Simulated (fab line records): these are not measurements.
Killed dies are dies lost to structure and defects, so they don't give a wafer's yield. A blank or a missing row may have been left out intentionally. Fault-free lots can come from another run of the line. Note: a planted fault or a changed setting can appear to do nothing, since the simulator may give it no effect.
Matching of chambers || flow n5Finfet || 4 sister chambers for N5_BEOL_M4_ETCH_64 on rieDiel-03
The step etches SOC in N2/H2, target depth 75 nm, overetch 22.5 nm, time 121.9 s. 18 wafers are shown with their chamber, then 9 later ones without.

WAFERS, EACH WITH ITS CHAMBER
{"wafer": "L082.1", "chamber": 2, "drypumpMotorCurrentA (A)": 5.8, "throttleValvePct (%)": 17.98, "showerheadPlenumPTorr (Torr)": 2.41}
{"wafer": "L082.3", "chamber": 3, "drypumpMotorCurrentA (A)": 5.8, "throttleValvePct (%)": 17.68, "showerheadPlenumPTorr (Torr)": 2.58}
{"wafer": "L082.6", "chamber": 3, "drypumpMotorCurrentA (A)": 5.8, "throttleValvePct (%)": 17.66, "showerheadPlenumPTorr (Torr)": 2.58}
{"wafer": "L083.1", "chamber": 3, "drypumpMotorCurrentA (A)": 5.8, "throttleValvePct (%)": 17.70, "showerheadPlenumPTorr (Torr)": 2.58}
{"wafer": "L083.2", "chamber": 0, "drypumpMotorCurrentA (A)": 6.3, "throttleValvePct (%)": 18.12, "showerheadPlenumPTorr (Torr)": 2.62}
{"wafer": "L083.3", "chamber": 2, "drypumpMotorCurrentA (A)": 5.8, "throttleValvePct (%)": 18.00, "showerheadPlenumPTorr (Torr)": 2.41}
{"wafer": "L087.1", "chamber": 0, "drypumpMotorCurrentA (A)": 6.3, "throttleValvePct (%)": 18.14, "showerheadPlenumPTorr (Torr)": 2.62}
{"wafer": "L087.3", "chamber": 1, "drypumpMotorCurrentA (A)": 4.8, "throttleValvePct (%)": 17.42, "showerheadPlenumPTorr (Torr)": 2.45}
{"wafer": "L087.5", "chamber": 3, "drypumpMotorCurrentA (A)": 5.8, "throttleValvePct (%)": 17.70, "showerheadPlenumPTorr (Torr)": 2.58}
{"wafer": "L089.2", "chamber": 0, "drypumpMotorCurrentA (A)": 6.3, "throttleValvePct (%)": 18.12, "showerheadPlenumPTorr (Torr)": 2.62}
{"wafer": "L089.3", "chamber": 2, "drypumpMotorCurrentA (A)": 5.8, "throttleValvePct (%)": 18.02, "showerheadPlenumPTorr (Torr)": 2.40}
{"wafer": "L089.5", "chamber": 1, "drypumpMotorCurrentA (A)": 4.8, "throttleValvePct (%)": 17.42, "showerheadPlenumPTorr (Torr)": 2.45}
{"wafer": "L090.2", "chamber": 1, "drypumpMotorCurrentA (A)": 4.9, "throttleValvePct (%)": 17.41, "showerheadPlenumPTorr (Torr)": 2.44}
{"wafer": "L090.3", "chamber": 0, "drypumpMotorCurrentA (A)": 6.3, "throttleValvePct (%)": 18.13, "showerheadPlenumPTorr (Torr)": 2.62}
{"wafer": "L090.4", "chamber": 3, "drypumpMotorCurrentA (A)": 5.8, "throttleValvePct (%)": 17.72, "showerheadPlenumPTorr (Torr)": 2.57}
{"wafer": "L093.4", "chamber": 0, "drypumpMotorCurrentA (A)": 6.2, "throttleValvePct (%)": 18.14, "showerheadPlenumPTorr (Torr)": 2.61}
{"wafer": "L093.5", "chamber": 3, "drypumpMotorCurrentA (A)": 5.8, "throttleValvePct (%)": 17.73, "showerheadPlenumPTorr (Torr)": 2.57}
{"wafer": "L093.6", "chamber": 2, "drypumpMotorCurrentA (A)": 5.8, "throttleValvePct (%)": 18.03, "showerheadPlenumPTorr (Torr)": 2.40}

SIGNATURES (means of the wafers above)
{"reading": "drypumpMotorCurrentA", "chamber 0": 6.280, "chamber 1": 4.833, "chamber 2": 5.800, "chamber 3": 5.800, "scatter within a chamber": 0.0324}
{"reading": "throttleValvePct", "chamber 0": 18.1300, "chamber 1": 17.4167, "chamber 2": 18.0075, "chamber 3": 17.6983, "scatter within a chamber": 0.0193}
{"reading": "showerheadPlenumPTorr", "chamber 0": 2.6180, "chamber 1": 2.4467, "chamber 2": 2.4050, "chamber 3": 2.5767, "scatter within a chamber": 0.00521}
Rule: for a wafer and a chamber, the distance is found by dividing, reading by reading, the gap between the wafer's reading and the chamber's mean by the reading's scatter, squaring, summing and taking the root. If the next closest chamber is less than 2 further off than the closest, the wafer can't be placed; otherwise it belongs to the closest. How the scatter is found: for the shown wafers, subtract from each reading the mean of its chamber, square and add these, divide the total by (wafers less chambers), then take the root.

WAFERS WHOSE CHAMBER IS MISSING
{"wafer": "L094.2", "drypumpMotorCurrentA (A)": 5.8, "throttleValvePct (%)": 18.07, "showerheadPlenumPTorr (Torr)": 2.40}
{"wafer": "L094.3", "drypumpMotorCurrentA (A)": 4.8, "throttleValvePct (%)": 17.43, "showerheadPlenumPTorr (Torr)": 2.44}
{"wafer": "L094.4", "drypumpMotorCurrentA (A)": 5.8, "throttleValvePct (%)": 18.05, "showerheadPlenumPTorr (Torr)": 2.40}
{"wafer": "L096.1", "drypumpMotorCurrentA (A)": 4.8, "throttleValvePct (%)": 17.45, "showerheadPlenumPTorr (Torr)": 2.44}
{"wafer": "L096.2", "drypumpMotorCurrentA (A)": 5.7, "throttleValvePct (%)": 18.07, "showerheadPlenumPTorr (Torr)": 2.39}
{"wafer": "L096.6", "drypumpMotorCurrentA (A)": 5.8, "throttleValvePct (%)": 17.74, "showerheadPlenumPTorr (Torr)": 2.57}
{"wafer": "L097.1", "drypumpMotorCurrentA (A)": 4.8, "throttleValvePct (%)": 17.46, "showerheadPlenumPTorr (Torr)": 2.44}
{"wafer": "L097.3", "drypumpMotorCurrentA (A)": 5.8, "throttleValvePct (%)": 18.07, "showerheadPlenumPTorr (Torr)": 2.39}
{"wafer": "L097.5", "drypumpMotorCurrentA (A)": 5.8, "throttleValvePct (%)": 18.06, "showerheadPlenumPTorr (Torr)": 2.39}

THE CHAMBER EACH PASSED THROUGH
{"wafer": "L094.2", "from the rows above": 2, "in truth": 2}
{"wafer": "L094.3", "from the rows above": 1, "in truth": 1}
{"wafer": "L094.4", "from the rows above": 2, "in truth": 2}
{"wafer": "L096.1", "from the rows above": 1, "in truth": 1}
{"wafer": "L096.2", "from the rows above": 2, "in truth": 2}
{"wafer": "L096.6", "from the rows above": 3, "in truth": 3}
{"wafer": "L097.1", "from the rows above": 1, "in truth": 1}
{"wafer": "L097.3", "from the rows above": 2, "in truth": 2}
{"wafer": "L097.5", "from the rows above": 2, "in truth": 2}
9 of 9 placed correctly. Left unplaced by these rows: 0. Number placed wrongly: 0.
